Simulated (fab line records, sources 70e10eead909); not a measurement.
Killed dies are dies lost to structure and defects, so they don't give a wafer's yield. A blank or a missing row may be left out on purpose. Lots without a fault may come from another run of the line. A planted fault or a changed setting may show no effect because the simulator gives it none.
Which tool did it? | flow nand_harc | 10 lots, 30 wafers sampled, at 7 steps of a route of 1302

WHAT THE GAUGES READ, wafer by wafer
NHARC_P_M1_CD_MEAS_09: target cd 130 nm.
lot  | measured     | on        | cd_nm (nm)
L301 | day 6 09:29  | cd_sem-03 | 129.9 129.5 129.4
L302 | day 6 13:06  | cd_sem-01 | 130.3 129.2 130.6
L303 | day 7 06:07  | cd_sem-02 | 130.3 129.8 130.1
L304 | day 7 07:47  | cd_sem-03 | 130.2 130.5 129.5
L306 | day 8 09:37  | cd_sem-03 | 129.1 129.1 129.2
L307 | day 8 17:02  | cd_sem-01 | 130.8 131.1 131.2
L311 | day 10 05:49 | cd_sem-03 | 131.2 130.8 130.1
L313 | day 11 03:54 | cd_sem-01 | 130.5 131.2 131.3
L322 | day 15 10:16 | cd_sem-03 | 124.3 123.9 123.1
L324 | day 16 06:49 | cd_sem-03 | 123.6 123.1 123.1

NHARC_P_M1_OVL_MEAS_10: pitch 260 nm.
lot  | measured     | on         | overlay_x_nm (nm) | overlay_y_nm (nm)
L301 | day 6 09:35  | overlay-01 | 1.2 1.5 1.5       | -0.8 -0.6 -0.8
L302 | day 6 13:11  | overlay-02 | 0.0 0.3 -0.1      | 0.8 0.4 0.5
L303 | day 7 06:12  | overlay-01 | -2.4 -2.6 -2.4    | 1.0 0.3 0.5
L304 | day 7 07:52  | overlay-01 | -0.7 -0.5 0.2     | -1.2 -0.6 -1.1
L306 | day 8 09:42  | overlay-02 | 1.0 0.5 0.6       | -1.7 -1.3 -2.2
L307 | day 8 17:07  | overlay-01 | -0.1 -0.3 -0.3    | -0.1 -0.1 0.2
L311 | day 10 05:55 | overlay-02 | -0.6 -0.7 -0.4    | 0.2 0.7 0.6
L313 | day 11 03:59 | overlay-01 | 0.2 -0.1 0.5      | 0.4 0.9 1.1
L322 | day 15 10:22 | overlay-02 | 23.6 23.1 23.2    | 0.4 0.5 0.3
L324 | day 16 06:54 | overlay-01 | 21.9 22.5 22.8    | -0.4 0.0 -0.2

NHARC_P_M1_INSPECT_11.
lot  | measured     | on                | raw_defect_count
L301 | day 6 09:37  | defect_inspect-02 | 11 6 8
L302 | day 6 13:13  | defect_inspect-02 | 1 6 2
L303 | day 7 06:14  | defect_inspect-01 | 3 2 2
L304 | day 7 07:54  | defect_inspect-01 | 2 2 5
L306 | day 8 09:44  | defect_inspect-01 | 1 6 2
L307 | day 8 17:10  | defect_inspect-01 | 7 8 3
L311 | day 10 05:56 | defect_inspect-01 | 6 5 1
L313 | day 11 04:01 | defect_inspect-01 | 3 4 3
L322 | day 15 10:24 | defect_inspect-01 | 3 5 3
L324 | day 16 06:56 | defect_inspect-02 | 2 4 4

NHARC_END_SORT_01.
lot  | measured     | on        | defect_limited_yield (%) | killed_at_array | killed_at_other | killed_at_periphery | killed_dies | killed_open | killed_short | sort_bin_2_pct (%) | sort_bin_3_pct (%) | sort_bin_4_pct (%) | sort_n_pass | sort_rim_yield_pct (%) | sort_yield_pct (%)
L301 | day 27 00:58 | prober-01 | 87.6 90.0 87.3           | 75 65 81        | 1 0 0           | 8 3 5               | 84 68 86    | 3 2 3       | 6 4 0        | 4.4 3.1 5.8        | 0.9 0.9 0.4        | 7.1 6.1 6.5        | 593 609 591 | 87 95 92               | 87.6 90.0 87.3
L302 | day 27 06:28 | prober-02 | 92.0 92.9 93.5           | 51 46 41        | 2 0 1           | 1 2 2               | 54 48 44    | 7 1 5       | 3 2 4        | 3.1 3.0 2.8        | 0 0.3 0.6          | 4.9 3.8 3.1        | 623 629 633 | 93 96 92               | 92.0 92.9 93.5
L303 | day 26 21:51 | prober-02 | 92.0 93.2 93.8           | 52 44 40        | 1 0 0           | 1 2 2               | 54 46 42    | 2 3 1       | 2 2 2        | 2.2 1.6 1.9        | 0.7 0.6 0.6        | 5.0 4.6 3.7        | 623 631 635 | 91 98 94               | 92.0 93.2 93.8
L304 | day 27 08:44 | prober-01 | 93.5 93.8 90.0           | 41 41 66        | 1 0 1           | 2 1 1               | 44 42 68    | 5 0 2       | 1 1 4        | 2.7 2.5 3.5        | 0.7 0.7 1.2        | 3.1 3.0 5.3        | 633 635 609 | 89 89 92               | 93.5 93.8 90.0
L306 | day 27 21:13 | prober-02 | 92.9 93.5 92.8           | 47 42 46        | 0 0 1           | 1 2 2               | 48 44 49    | 0 3 3       | 1 3 1        | 1.8 3.0 2.8        | 0.6 0.6 0.6        | 4.7 3.0 3.8        | 629 633 628 | 90 90 90               | 92.9 93.5 92.8
L307 | day 27 13:27 | prober-02 | 89.7 88.9 90.3           | 62 64 63        | 0 0 1           | 8 11 2              | 70 75 66    | 5 4 1       | 4 4 2        | 2.5 4.4 3.7        | 0.7 1.0 0.9        | 7.1 5.6 5.2        | 607 602 611 | 86 94 99               | 89.7 88.9 90.3
L311 | day 28 01:11 | prober-01 | 94.7 94.5 95.6           | 31 34 27        | 0 0 2           | 5 3 1               | 36 37 30    | 2 5 3       | 3 4 1        | 1.3 1.8 1.2        | 0.3 0.6 0          | 3.7 3.1 3.2        | 641 640 647 | 94 96 94               | 94.7 94.5 95.6
L313 | day 29 05:12 | prober-01 | 89.2 90.0 88.0           | 69 64 75        | 0 0 0           | 4 4 6               | 73 68 81    | 3 3 6       | 1 2 4        | 5.0 4.3 4.0        | 1.2 1.3 0.4        | 4.6 4.4 7.5        | 604 609 596 | 94 93 91               | 89.2 90.0 88.0
L322 | day 33 21:07 | prober-02 | 91.9 91.9 90.4           | 45 52 58        | 3 1 0           | 7 2 7               | 55 55 65    | 3 5 4       | 1 2 1        | 2.2 1.6 2.1        | 0.6 0.7 0.4        | 5.3 5.8 7.1        | 622 622 612 | 97 94 93               | 91.9 91.9 90.4
L324 | day 34 14:26 | prober-01 | 90.8 88.9 90.1           | 58 68 61        | 2 3 1           | 2 4 5               | 62 75 67    | 6 5 2       | 1 3 2        | 3.2 4.3 3.8        | 0.7 0.6 0.4        | 5.2 6.2 5.6        | 615 602 610 | 90 94 91               | 90.8 88.9 90.1

WHICH TOOL RAN EACH LOT (tool, then ch and the chambers of the sampled wafers, then the start)
lot  | NHARC_P_M0_DESCUM_14               | NHARC_P_M0_ANNEAL_30             | NHARC_P_M1_EXPOSE_06
L301 | rie_diel-04 ch 0,1,3, day 6 05:39  | rtp_anneal-02 ch 0, day 6 07:20  | arfi_scanner-03 ch 0, day 6 09:22
L302 | rie_diel-02 ch 2,3, day 6 08:47    | rtp_anneal-02 ch 0, day 6 10:32  | arfi_scanner-03 ch 0, day 6 12:58
L303 | rie_diel-04 ch 0,1,3, day 7 02:23  | rtp_anneal-02 ch 0, day 7 04:02  | arfi_scanner-03 ch 0, day 7 05:58
L304 | rie_diel-05 ch 0,3, day 7 03:49    | rtp_anneal-01 ch 0, day 7 05:37  | arfi_scanner-02 ch 0, day 7 07:38
L306 | rie_diel-04 ch 0,1, day 8 05:52    | rtp_anneal-01 ch 0, day 8 07:32  | arfi_scanner-03 ch 0, day 8 09:29
L307 | rie_diel-05 ch 0,3, day 8 12:56    | rtp_anneal-02 ch 0, day 8 14:49  | arfi_scanner-02 ch 0, day 8 16:53
L311 | rie_diel-04 ch 0,1,2, day 10 01:58 | rtp_anneal-01 ch 0, day 10 03:43 | arfi_scanner-01 ch 0, day 10 05:41
L313 | rie_diel-02 ch 1,3, day 11 00:02   | rtp_anneal-02 ch 0, day 11 01:41 | arfi_scanner-01 ch 0, day 11 03:46
L322 | rie_diel-04 ch 0,2,3, day 15 06:25 | rtp_anneal-01 ch 0, day 15 08:04 | arfi_scanner-02 ch 0, day 15 10:08
L324 | rie_diel-05 ch 1,2,3, day 16 02:34 | rtp_anneal-01 ch 0, day 16 04:23 | arfi_scanner-02 ch 0, day 16 06:40
- NHARC_P_M0_DESCUM_14: chemistry O2, time 3 s.
- NHARC_P_M0_ANNEAL_30: time 90 s.
- NHARC_P_M1_EXPOSE_06: exposes mask P M1, target cd 130 nm.

WHAT THE TOOLS THEMSELVES READ (means of the sampled wafers that have a number; where no wafer has one, the mark that the record gives instead)
NHARC_P_M0_DESCUM_14.
lot  | tool        | drypump_motor_current_A (A) | oes_product_au (a.u.) | rf_vpp_V (V) | showerhead_plenum_p_Torr (Torr) | throttle_valve_pct (%)
L301 | rie_diel-04 | 5.73                        | 0.998                 | 58.6         | 1.99                            | 11.321
L302 | rie_diel-02 | 5.37                        | 1.012                 | 57.4         | 1.80                            | 11.314
L303 | rie_diel-04 | 5.74                        | 1.003                 | 57.6         | 1.99                            | 11.303
L304 | rie_diel-05 | 5.84                        | 0.997                 | 58.2         | 1.88                            | 11.313
L306 | rie_diel-04 | 5.69                        | 1.009                 | 58.4         | 2.03                            | 11.316
L307 | rie_diel-05 | 5.83                        | 0.999                 | 58.2         | 1.93                            | 11.306
L311 | rie_diel-04 | 5.64                        | 0.995                 | 58.0         | 2.04                            | 11.308
L313 | rie_diel-02 | 5.93                        | 0.998                 | 57.8         | 1.95                            | 11.316
L322 | rie_diel-04 | 5.78                        | 1.000                 | 58.3         | 1.98                            | 11.314
L324 | rie_diel-05 | 5.98                        | 0.995                 | 57.9         | 1.95                            | 11.312

NHARC_P_M0_ANNEAL_30.
lot  | tool          | wafer_temp_C_max
L301 | rtp_anneal-02 | 225.83
L302 | rtp_anneal-02 | 225.61
L303 | rtp_anneal-02 | 225.90
L304 | rtp_anneal-01 | 225.56
L306 | rtp_anneal-01 | 225.77
L307 | rtp_anneal-02 | 225.82
L311 | rtp_anneal-01 | 226.00
L313 | rtp_anneal-02 | 225.58
L322 | rtp_anneal-01 | 225.82
L324 | rtp_anneal-01 | 225.73

NHARC_P_M1_EXPOSE_06.
lot  | tool            | exposure_dose_mJ_cm2
L301 | arfi_scanner-03 | 81.77
L302 | arfi_scanner-03 | 81.80
L303 | arfi_scanner-03 | 81.97
L304 | arfi_scanner-02 | 81.90
L306 | arfi_scanner-03 | 81.80
L307 | arfi_scanner-02 | 81.89
L311 | arfi_scanner-01 | 81.86
L313 | arfi_scanner-01 | 81.86
L322 | arfi_scanner-02 | 73.61
L324 | arfi_scanner-02 | 74.00

THE ANSWER, worked out from the rows above alone
Rule: what is usual is taken from the lots themselves. Put in order of their means at a reading, lots are off if they are a third of the lots or fewer, leave a main group of 4 or more, and stand apart from it by a gap of 3 or more times the standard deviation of the main group's means; of several such gaps the widest counts. A main group whose means are all the same, to the digits that the tables above print for the reading, isn't used. A lot without any number at a reading at which 4 lots or more have one is off too. The other lots that the step has rows for count as sound. The gauges are gone through in route order, then the tools' own readings, and for those a lot's mean is taken as printed above. The first step at which some lot is off is used, and at that step the reading that is off furthest; a lot without a number counts as furthest.
Off: L322, L324, at NHARC_P_M1_CD_MEAS_09 (cd_nm). The main group: mean 130.2 nm, standard deviation 0.63.
A tool fits if, at a process step before that reading, it ran every lot that is off, and no sound lot after the first of them. The gauges at NHARC_P_M1_CD_MEAS_09 aren't tried: what is off there is off at NHARC_P_M1_OVL_MEAS_10 too, on other tools, and a gauge's error can't cause that. Can't be told from this: 2 tools fit, rtp_anneal-01 at NHARC_P_M0_ANNEAL_30, arfi_scanner-02 at NHARC_P_M1_EXPOSE_06.

WHAT THE SIMULATOR HAD PUT IN
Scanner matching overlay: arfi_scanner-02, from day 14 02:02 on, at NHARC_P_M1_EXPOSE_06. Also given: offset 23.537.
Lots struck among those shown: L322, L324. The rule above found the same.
